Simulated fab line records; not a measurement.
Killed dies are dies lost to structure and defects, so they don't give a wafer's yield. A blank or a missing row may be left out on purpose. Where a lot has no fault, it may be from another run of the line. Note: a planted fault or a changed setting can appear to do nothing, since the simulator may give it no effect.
Which tool did it? | flow n5Finfet | 69 wafers from 23 lots sampled at 6 of the route's 1938 steps

== WHAT EACH GAUGE READ, for each wafer ==
The record holds no reading of a measuring or inspecting step that can be judged against a usual standard deviation.

== WHAT TOOL EACH LOT RAN ON (gives the tool, then ch and the chambers of the sampled wafers, and finally the start) ==
lot  | N5_BEOL_M10_ETCH_62               | N5_BEOL_M10_ALD_74                 | N5_BEOL_M10_ANNEAL_51           | N5_BEOL_M10_CMP_52            | N5_BEOL_M11_CURE_71          | N5_BEOL_M11_STRIP_19
L074 | rieDiel-04 ch 1,2,3, day 10 12:10 | aldMetal-02 ch 0,3, day 10 16:46   | rtpAnneal-01 ch 0, day 10 18:23 | cmp-01 ch 0,1,3, day 10 18:45 | uvCure-03 ch 2, day 10 19:16 | rieDiel-01 ch 0,1,3, day 10 23:14
L075 | rieDiel-06 ch 1,3, day 10 18:37   | aldMetal-02 ch 0,1,3, day 10 23:04 | rtpAnneal-02 ch 0, day 11 00:00 | cmp-03 ch 0,2, day 11 00:16   | uvCure-03 ch 0, day 11 00:55 | rieDiel-03 ch 0,1,3, day 11 05:19
L076 | rieDiel-06 ch 1,2,3, day 11 19:00 | aldMetal-04 ch 0,1,2, day 11 22:02 | rtpAnneal-02 ch 0, day 11 23:18 | cmp-03 ch 1,2,3, day 11 23:38 | uvCure-03 ch 0, day 12 00:10 | rieDiel-03 ch 0,2, day 12 03:47
L078 | rieDiel-06 ch 1,3, day 11 19:22   | aldMetal-04 ch 0,1, day 11 21:35   | rtpAnneal-02 ch 0, day 11 22:25 | cmp-02 ch 0,1,3, day 11 22:47 | uvCure-02 ch 2, day 11 23:27 | rieDiel-05 ch 1,2,3, day 12 01:13
L079 | rieDiel-04 ch 0,2,3, day 12 04:02 | aldMetal-01 ch 0,1, day 12 08:43   | rtpAnneal-01 ch 0, day 12 09:56 | cmp-02 ch 0,2,3, day 12 10:20 | uvCure-03 ch 1, day 12 10:54 | rieDiel-05 ch 0,1,3, day 12 12:58
L080 | rieDiel-06 ch 0,2,3, day 12 05:33 | aldMetal-02 ch 0,3, day 12 08:11   | rtpAnneal-02 ch 0, day 12 09:14 | cmp-02 ch 0,1,2, day 12 09:37 | uvCure-03 ch 0, day 12 10:07 | rieDiel-01 ch 1,2,3, day 12 12:47
L077 | rieDiel-02 ch 0,1,3, day 12 08:19 | aldMetal-04 ch 1,3, day 12 10:56   | rtpAnneal-02 ch 0, day 12 11:58 | cmp-02 ch 2,3, day 12 12:17   | uvCure-02 ch 0, day 12 12:54 | rieDiel-01 ch 1,2, day 12 15:13
L082 | rieDiel-06 ch 1,2,3, day 12 08:36 | aldMetal-01 ch 0,1,2, day 12 11:40 | rtpAnneal-01 ch 0, day 12 12:33 | cmp-01 ch 0,1,3, day 12 12:50 | uvCure-03 ch 1, day 12 13:27 | rieDiel-01 ch 0,1,3, day 12 17:41
L083 | rieDiel-02 ch 2,3, day 12 12:20   | aldMetal-04 ch 0,1,2, day 12 16:34 | rtpAnneal-02 ch 0, day 12 17:23 | cmp-02 ch 1,2,3, day 12 17:46 | uvCure-02 ch 0, day 12 18:16 | rieDiel-05 ch 2,3, day 12 23:18
L084 | rieDiel-06 ch 0,3, day 12 17:58   | aldMetal-02 ch 1,2,3, day 12 22:43 | rtpAnneal-01 ch 0, day 13 00:33 | cmp-02 ch 2,3, day 13 00:46   | uvCure-01 ch 1, day 13 01:40 | rieDiel-03 ch 2,3, day 13 03:43
L085 | rieDiel-06 ch 0,1, day 13 03:23   | aldMetal-04 ch 0,2,3, day 13 05:31 | rtpAnneal-02 ch 0, day 13 06:40 | cmp-02 ch 1,2, day 13 07:00   | uvCure-02 ch 2, day 13 07:32 | rieDiel-05 ch 1,2,3, day 13 09:52
L086 | rieDiel-04 ch 0,3, day 13 13:26   | aldMetal-01 ch 0,1,2, day 13 15:53 | rtpAnneal-01 ch 0, day 13 17:15 | cmp-03 ch 0,1, day 13 17:38   | uvCure-03 ch 0, day 13 18:13 | rieDiel-03 ch 0,2,3, day 13 20:39
L087 | rieDiel-04 ch 1,2,3, day 13 13:44 | aldMetal-02 ch 0,1,3, day 13 15:57 | rtpAnneal-02 ch 0, day 13 17:19 | cmp-03 ch 0,1,2, day 13 17:59 | uvCure-02 ch 2, day 13 18:31 | rieDiel-01 ch 0,1,2, day 13 20:50
L088 | rieDiel-02 ch 1,2, day 14 01:49   | aldMetal-02 ch 0,2,3, day 14 05:06 | rtpAnneal-02 ch 0, day 14 06:05 | cmp-03 ch 0,1,3, day 14 06:25 | uvCure-02 ch 0, day 14 06:58 | rieDiel-05 ch 1,3, day 14 09:12
L089 | rieDiel-02 ch 0,2,3, day 14 09:38 | aldMetal-04 ch 0,1,3, day 14 14:32 | rtpAnneal-01 ch 0, day 14 16:21 | cmp-03 ch 0,1,2, day 14 16:40 | uvCure-01 ch 0, day 14 17:14 | rieDiel-05 ch 1,3, day 14 18:46
L091 | rieDiel-06 ch 0,1,2, day 14 14:14 | aldMetal-01 ch 0,2,3, day 14 17:41 | rtpAnneal-01 ch 0, day 14 18:35 | cmp-02 ch 0,1,3, day 14 18:50 | uvCure-03 ch 0, day 14 19:33 | rieDiel-01 ch 1,2,3, day 14 23:52
L090 | rieDiel-02 ch 2,3, day 14 23:23   | aldMetal-01 ch 0,1,2, day 15 06:25 | rtpAnneal-02 ch 0, day 15 07:28 | cmp-03 ch 0,1,2, day 15 07:41 | uvCure-02 ch 1, day 15 08:34 | rieDiel-01 ch 0,1,2, day 15 12:04
L093 | rieDiel-02 ch 0,1, day 14 23:38   | aldMetal-01 ch 0,1, day 15 02:43   | rtpAnneal-02 ch 0, day 15 06:05 | cmp-02 ch 0,2,3, day 15 06:22 | uvCure-01 ch 2, day 15 07:01 | rieDiel-03 ch 0,1,3, day 15 08:40
L092 | rieDiel-04 ch 1,2,3, day 14 23:42 | aldMetal-02 ch 0,1, day 15 06:26   | rtpAnneal-01 ch 0, day 15 07:29 | cmp-01 ch 2,3, day 15 07:47   | uvCure-01 ch 1, day 15 08:21 | rieDiel-05 ch 1,2, day 15 11:38
L094 | rieDiel-06 ch 1,3, day 15 09:35   | aldMetal-02 ch 0,1,2, day 15 11:46 | rtpAnneal-02 ch 0, day 15 12:43 | cmp-03 ch 1,2, day 15 13:01   | uvCure-03 ch 1, day 15 13:38 | rieDiel-01 ch 1,2,3, day 15 15:43
L095 | rieDiel-04 ch 1,2,3, day 16 03:19 | aldMetal-01 ch 0,1, day 16 05:11   | rtpAnneal-01 ch 0, day 16 07:21 | cmp-02 ch 0,1, day 16 07:38   | uvCure-03 ch 2, day 16 08:15 | rieDiel-01 ch 0,1,2, day 16 10:04
L096 | rieDiel-04 ch 0,1, day 16 08:31   | aldMetal-01 ch 0,3, day 16 13:38   | rtpAnneal-02 ch 0, day 16 14:31 | cmp-03 ch 1,2,3, day 16 14:49 | uvCure-03 ch 2, day 16 15:30 | rieDiel-01 ch 0,1,3, day 16 19:21
L097 | rieDiel-06 ch 1,3, day 16 09:04   | aldMetal-02 ch 0,1,2, day 16 12:35 | rtpAnneal-01 ch 0, day 16 13:29 | cmp-01 ch 1,2,3, day 16 13:46 | uvCure-02 ch 2, day 16 15:01 | rieDiel-03 ch 1,2,3, day 16 19:13
- N5_BEOL_M10_ETCH_62: etches SOC in N2/H2, target depth 110 nm, overetch 22 nm, time 165 s.
- N5_BEOL_M10_ALD_74: deposits TaN, target thk 2 nm, pulse time 2 s, purge time 3 s.
- N5_BEOL_M10_ANNEAL_51: time 90 s.
- N5_BEOL_M10_CMP_52: polishes, stops on SiCOH lowk, t overpolish 7 s, target thk 140 nm.
- N5_BEOL_M11_CURE_71: cures SiCOH lowk, time 240 s.
- N5_BEOL_M11_STRIP_19: strips in O2.

== AS READ BY THE TOOLS THEMSELVES (means over the sampled wafers that have a number; for cases with no such wafer, the mark the record gives instead) ==
N5_BEOL_M10_ETCH_62.
lot  | tool       | biasW (W) | drypumpMotorCurrentA (A) | h2FlowSccm (sccm) | oesProductAu (a.u.) | rfVppV (V) | showerheadPlenumPTorr (Torr) | throttleValvePct (%)
L074 | rieDiel-04 | 150.2     | 5.9                      | 200.2             | 0.75                | 527.0      | 2.66                         | 17.51
L075 | rieDiel-06 | 150.2     | 6.0                      | 200.2             | 0.67                | 524.0      | 2.52                         | 17.75
L076 | rieDiel-06 | 150.2     | 5.7                      | 200.3             | 0.64                | 523.7      | 2.54                         | 17.91
L078 | rieDiel-06 | 149.8     | 6.0                      | 199.6             | 0.66                | 523.7      | 2.52                         | 17.78
L079 | rieDiel-04 | 150.0     | 5.9                      | 199.9             | 0.72                | 527.6      | 2.69                         | 17.73
L080 | rieDiel-06 | 150.1     | 5.9                      | 199.7             | 0.63                | 523.0      | 2.57                         | 17.97
L077 | rieDiel-02 | 149.5     | 6.3                      | 200.1             | 0.69                | 523.0      | 2.48                         | 17.71
L082 | rieDiel-06 | 150.2     | 5.7                      | 199.5             | 0.63                | 523.7      | 2.54                         | 17.92
L083 | rieDiel-02 | 150.0     | 6.5                      | 200.1             | 0.80                | 522.3      | 2.48                         | 17.61
L084 | rieDiel-06 | 150.3     | 6.4                      | 199.7             | 0.62                | 524.6      | 2.58                         | 17.88
L085 | rieDiel-06 | 150.1     | 6.2                      | 199.4             | 0.63                | 522.9      | 2.51                         | 17.81
L086 | rieDiel-04 | 150.0     | 5.9                      | 200.1             | 0.72                | 527.3      | 2.70                         | 17.86
L087 | rieDiel-04 | 149.9     | 5.9                      | 200.4             | 0.72                | 526.9      | 2.65                         | 17.55
L088 | rieDiel-02 | 150.0     | 6.2                      | 199.5             | 0.70                | 523.8      | 2.52                         | 17.61
L089 | rieDiel-02 | 150.0     | 6.2                      | 199.7             | 0.70                | 522.0      | 2.44                         | 17.60
L091 | rieDiel-06 | 150.1     | 5.7                      | 200.1             | 0.68                | 523.0      | 2.50                         | 17.78
L090 | rieDiel-02 | 150.5     | 6.5                      | 200.0             | 0.76                | 521.6      | 2.47                         | 17.64
L093 | rieDiel-02 | 150.0     | 6.0                      | 200.4             | 0.61                | 521.4      | 2.44                         | 17.72
L092 | rieDiel-04 | 150.2     | 5.9                      | 199.8             | 0.70                | 526.7      | 2.64                         | 17.57
L094 | rieDiel-06 | 149.5     | 6.2                      | 200.2             | 0.63                | 524.4      | 2.57                         | 17.91
L095 | rieDiel-04 | 149.8     | 5.9                      | 199.9             | 0.70                | 527.9      | 2.64                         | 17.58
L096 | rieDiel-04 | 149.6     | 5.9                      | 199.3             | 0.69                | 525.5      | 2.61                         | 17.82
L097 | rieDiel-06 | 149.7     | 6.2                      | 199.9             | 0.63                | 524.2      | 2.56                         | 17.93

N5_BEOL_M10_ALD_74.
lot  | tool        | heaterPowerW (W) | precursorVesselTempC (C)
L074 | aldMetal-02 | 354              | 75.07
L075 | aldMetal-02 | 373              | 74.85
L076 | aldMetal-04 | 412              | 74.93
L078 | aldMetal-04 | 424              | 75.01
L079 | aldMetal-01 | 461              | 75.04
L080 | aldMetal-02 | 359              | 75.11
L077 | aldMetal-04 | 390              | 75.02
L082 | aldMetal-01 | 436              | 75.07
L083 | aldMetal-04 | 420              | 75.00
L084 | aldMetal-02 | 398              | 75.07
L085 | aldMetal-04 | 451              | 74.90
L086 | aldMetal-01 | 434              | 75.00
L087 | aldMetal-02 | 369              | 75.13
L088 | aldMetal-02 | 388              | 75.12
L089 | aldMetal-04 | 426              | 74.95
L091 | aldMetal-01 | 407              | 75.00
L090 | aldMetal-01 | 423              | 75.03
L093 | aldMetal-01 | 495              | 75.07
L092 | aldMetal-02 | 377              | 74.92
L094 | aldMetal-02 | 409              | 75.07
L095 | aldMetal-01 | 496              | 74.87
L096 | aldMetal-01 | 464              | 75.16
L097 | aldMetal-02 | 410              | 74.97

N5_BEOL_M10_ANNEAL_51.
lot  | tool         | annealTempC (C) | annealTempCMax | wafer_temp_C_max
L074 | rtpAnneal-01 | 224.83          | 225.73         | 225.7
L075 | rtpAnneal-02 | 224.91          | 226.00         | 226.0
L076 | rtpAnneal-02 | 224.94          | 225.95         | 226.3
L078 | rtpAnneal-02 | 225.07          | 226.07         | 226.7
L079 | rtpAnneal-01 | 224.85          | 226.14         | 225.9
L080 | rtpAnneal-02 | 224.93          | 226.02         | 226.5
L077 | rtpAnneal-02 | 225.02          | 226.14         | 226.2
L082 | rtpAnneal-01 | 224.81          | 225.92         | 225.8
L083 | rtpAnneal-02 | 224.68          | 225.68         | 226.3
L084 | rtpAnneal-01 | 224.84          | 225.96         | 225.7
L085 | rtpAnneal-02 | 225.15          | 226.11         | 226.4
L086 | rtpAnneal-01 | 224.90          | 225.95         | 225.7
L087 | rtpAnneal-02 | 224.98          | 226.05         | 226.1
L088 | rtpAnneal-02 | 225.01          | 225.95         | 226.3
L089 | rtpAnneal-01 | 225.04          | 226.12         | 225.7
L091 | rtpAnneal-01 | 225.12          | 226.19         | 225.7
L090 | rtpAnneal-02 | 225.06          | 226.18         | 226.7
L093 | rtpAnneal-02 | 225.29          | 226.35         | 226.8
L092 | rtpAnneal-01 | 224.94          | 226.06         | 225.8
L094 | rtpAnneal-02 | 225.12          | 226.23         | 226.4
L095 | rtpAnneal-01 | 224.96          | 225.97         | 225.7
L096 | rtpAnneal-02 | 224.99          | 226.04         | 226.8
L097 | rtpAnneal-01 | 224.90          | 225.97         | 225.7

N5_BEOL_M10_CMP_52.
lot  | tool   | barrierFieldEndpointS (s) | motorCurrentA (A) | overpolishRunS (s) | timeToEndpointS (s)
L074 | cmp-01 | 28.3                      | 5.9               | 7.006              | 65
L075 | cmp-03 | 28.9                      | 7.1               | 7.001              | 67
L076 | cmp-03 | 29.9                      | 6.2               | 6.996              | 70
L078 | cmp-02 | 29.5                      | 6.5               | 7.004              | 67
L079 | cmp-02 | 28.9                      | 6.1               | 7.001              | 68
L080 | cmp-02 | 28.1                      | 6.6               | 6.993              | 66
L077 | cmp-02 | 29.2                      | 6.1               | 7.003              | 65
L082 | cmp-01 | 28.8                      | 6.0               | 6.995              | 64
L083 | cmp-02 | 28.8                      | 6.6               | 6.995              | 64
L084 | cmp-02 | 28.0                      | 6.2               | 7.008              | 63
L085 | cmp-02 | 29.1                      | 6.9               | 6.996              | 63
L086 | cmp-03 | 28.9                      | 6.0               | 7.003              | 61
L087 | cmp-03 | 28.7                      | 6.1               | 7.000              | 64
L088 | cmp-03 | 29.4                      | 6.0               | 7.003              | 67
L089 | cmp-03 | 29.7                      | 6.2               | 6.992              | 68
L091 | cmp-02 | 28.5                      | 6.6               | 7.004              | 64
L090 | cmp-03 | 28.3                      | 6.4               | 6.996              | 61
L093 | cmp-02 | 29.1                      | 6.2               | 7.001              | 67
L092 | cmp-01 | 28.8                      | 5.5               | 7.008              | 68
L094 | cmp-03 | 28.3                      | 5.8               | 7.003              | 61
L095 | cmp-02 | 29.4                      | 7.1               | 6.998              | 66
L096 | cmp-03 | 29.2                      | 6.3               | 6.998              | 66
L097 | cmp-01 | 28.7                      | 5.7               | 6.997              | 66

N5_BEOL_M11_CURE_71.
lot  | tool      | lampPowerPct (%) | wafer_temp_C_max
L074 | uvCure-03 | 52.31            | 387.1
L075 | uvCure-03 | 52.27            | 386.8
L076 | uvCure-03 | 52.36            | 386.4
L078 | uvCure-02 | 52.34            | 386.1
L079 | uvCure-03 | 52.32            | 386.4
L080 | uvCure-03 | 52.32            | 386.7
L077 | uvCure-02 | 52.34            | 386.4
L082 | uvCure-03 | 52.27            | 386.9
L083 | uvCure-02 | 52.31            | 386.2
L084 | uvCure-01 | 52.32            | 387.0
L085 | uvCure-02 | 52.30            | 386.1
L086 | uvCure-03 | 52.29            | 386.7
L087 | uvCure-02 | 52.36            | 385.9
L088 | uvCure-02 | 52.30            | 386.8
L089 | uvCure-01 | 52.37            | 386.7
L091 | uvCure-03 | 52.31            | 386.8
L090 | uvCure-02 | 52.33            | 386.5
L093 | uvCure-01 | 52.31            | 386.2
L092 | uvCure-01 | 52.28            | 386.7
L094 | uvCure-03 | 52.30            | 386.7
L095 | uvCure-03 | 52.27            | 387.0
L096 | uvCure-03 | 52.37            | 387.2
L097 | uvCure-02 | 52.35            | 386.1

N5_BEOL_M11_STRIP_19.
lot  | tool       | drypumpMotorCurrentA (A) | oesProductAu (a.u.) | rfVppV (V) | showerheadPlenumPTorr (Torr) | throttleValvePct (%)
L074 | rieDiel-01 | 5.6                      | 0.85                | 3.1        | 2.07                         | 16.43
L075 | rieDiel-03 | 6.4                      | 0.81                | 4.1        | 2.13                         | 16.59
L076 | rieDiel-03 | 5.9                      | 0.78                | 3.3        | 2.10                         | 16.61
L078 | rieDiel-05 | 5.6                      | 0.85                | 3.9        | 2.11                         | 16.66
L079 | rieDiel-05 | 5.6                      | 0.79                | 3.3        | 2.11                         | 16.68
L080 | rieDiel-01 | 5.5                      | 0.84                | 4.3        | 2.08                         | 16.48
L077 | rieDiel-01 | 5.4                      | 0.85                | 3.6        | 2.05                         | 16.40
L082 | rieDiel-01 | 5.6                      | 0.82                | 3.2        | 2.07                         | 16.45
L083 | rieDiel-05 | 5.5                      | 0.74                | 3.9        | 2.12                         | 16.98
L084 | rieDiel-03 | 6.0                      | 0.78                | 3.3        | 2.14                         | 16.57
L085 | rieDiel-05 | 5.6                      | 0.83                | 3.7        | 2.11                         | 16.67
L086 | rieDiel-03 | 6.1                      | 0.79                | 3.3        | 2.14                         | 16.60
L087 | rieDiel-01 | 5.4                      | 0.84                | 3.6        | 2.04                         | 16.44
L088 | rieDiel-05 | 5.9                      | 0.86                | 3.3        | 2.15                         | 16.53
L089 | rieDiel-05 | 5.8                      | 0.77                | 3.4        | 2.16                         | 16.84
L091 | rieDiel-01 | 5.5                      | 0.82                | 3.2        | 2.07                         | 16.51
L090 | rieDiel-01 | 5.4                      | 0.83                | 3.5        | 2.04                         | 16.44
L093 | rieDiel-03 | 6.4                      | 0.77                | 3.5        | 2.12                         | 16.65
L092 | rieDiel-05 | 5.7                      | 0.90                | 4.0        | 2.10                         | 16.38
L094 | rieDiel-01 | 5.5                      | 0.82                | 3.9        | 2.07                         | 16.52
L095 | rieDiel-01 | 5.4                      | 0.83                | 3.6        | 2.04                         | 16.46
L096 | rieDiel-01 | 5.6                      | 0.80                | 3.8        | 2.06                         | 16.51
L097 | rieDiel-03 | 6.3                      | 0.75                | 3.6        | 2.12                         | 16.65

== THE ANSWER, worked out from the rows above alone ==
Rule: the lots themselves supply what counts as usual. The widest of any qualifying gaps counts: lots, ordered by their means at a reading, are off when they make up no more than a third of the lots, leave a main group of 4 or more, and stand apart from it by 3 or more times the standard deviation of that group's means. The tables above print the reading to a certain number of digits; a main group whose means all agree to those digits is not used. A lot without any number at a reading at which 4 lots or more have one is off too. The other lots that the step has rows for count as sound. The gauges are gone through in route order, then the tools' own readings, and for those a lot's mean is taken as printed above. The first step at which some lot is off is used, and at that step the reading that is off furthest; a lot without a number counts as furthest.
No lot is off at any reading shown: from this, nothing can be told.

== WHAT THE SIMULATOR HAD PUT IN ==
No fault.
